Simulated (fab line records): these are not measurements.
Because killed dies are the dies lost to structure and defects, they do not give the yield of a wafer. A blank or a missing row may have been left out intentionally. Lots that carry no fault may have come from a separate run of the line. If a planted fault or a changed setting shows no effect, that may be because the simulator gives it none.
Problem report, 8D (eight disciplines) form, completed by code || flow nandHarc || the parts of the form that need people (team, actions taken, sign-off) are left out

1. WHAT IS WRONG
Wafers without a fault read 161.4 sccm, standard deviation 0.47; mfcPrecursorSccm at NHARC_A_CONTACT_DEP_24 reads a mean of 188.0 sccm on 6 wafers belonging to 2 lots. Relative to the usual mean, that is a shift of +57 standard deviations.
The step: deposits SiO2, target thk 500 nm.
The first sign was on wafer L828.1 at day 24 02:30, on pecvd-04. The record holds 39 wafers of 13 lots with a number at this step. The rule behind "out" and "out of limits": a value lying over 4 standard deviations away from the usual mean. Any other wafer with a number is counted as sound.

2. WHAT IT IS AND WHAT IT IS NOT
{"question": "which readings at this step", "is": "mfcPrecursorSccm", "is not": "flowSccm, heaterPowerOuterW, heaterPowerW, throttleValvePct"}
{"question": "which lots", "is": "L827, L828", "is not": "L820, L834, L835, L836, L837, L838, L839, L840, L841, L842, L843"}
{"question": "which wafers of those lots", "is": "all that have a number", "is not": "-"}
{"question": "read on which tools", "is": "pecvd-04", "is not": "pecvd-02, pecvd-03"}
{"question": "when", "is": "from day 24 02:30", "is not": "up to then (3 sound wafers); but 30 sound wafers of L834, L835, L836, L837, L838, L839, L840, L841, L842, L843 came after"}

3. WHAT RULES OUT EACH SUSPECT
Counting: a tool at any process step up to the reading remains a suspect when it ran all the lots that are out and ran no sound lot after the first of those.
- cvdW-02 at NHARC_A_WL_FILL_CVD_20 (deposits W, target thk 100 nm, time 74 s): ruled out as a lasting fault. After its first lot that is out, L828 (day 24 02:13), sound lots L836, L839, L843, L842 ran on it. With no start given for some of its lots, NHARC_A_WL_FILL_CVD_20 uses the hours and lot order of NHARC_A_WL_FILL_INSPECT_15.
- pecvd-04 at NHARC_A_CONTACT_DEP_24 (deposits SiO2, target thk 500 nm): ruled out as a lasting fault. After its first lot that is out, L828 (day 24 02:30), sound lots L841 ran on it.
Left after counting: nothing in the record.

4. THE CAUSE (what the simulator had put in)
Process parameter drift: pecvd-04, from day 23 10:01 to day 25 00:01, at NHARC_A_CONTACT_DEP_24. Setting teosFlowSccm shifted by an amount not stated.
Counting ruled it out, wrongly.

5. THE CHAIN OF EFFECTS, in route order
Each row: a reading whose mean over the struck wafers that have a number lies more than 3 standard deviations from the usual. Only readings for which the record gives a usual standard deviation are gone through. hours: the time from each lot's start at the first step in this table that gives one to its start at this step, as a median over the lots. sigmas: the change in usual standard deviations.
{"hours": 0, "step": "NHARC_A_CONTACT_DEP_24", "reading": "mfcPrecursorSccm", "usual": "161.4 sccm", "on struck wafers": 188.0, "change": "+26.6", "sigmas": "+57"}
Its process steps:
- NHARC_A_CONTACT_DEP_24: deposits SiO2, target thk 500 nm.
At these later measuring or inspecting steps, every struck wafer for which the step has a row has a number for every such reading, and none has moved that far: NHARC_END_SORT_01.

6. HOW IT WOULD HAVE BEEN CAUGHT EARLIER
First out-of-limits reading in this record: day 24 02:30, which is 16 hours after fault onset at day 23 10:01.
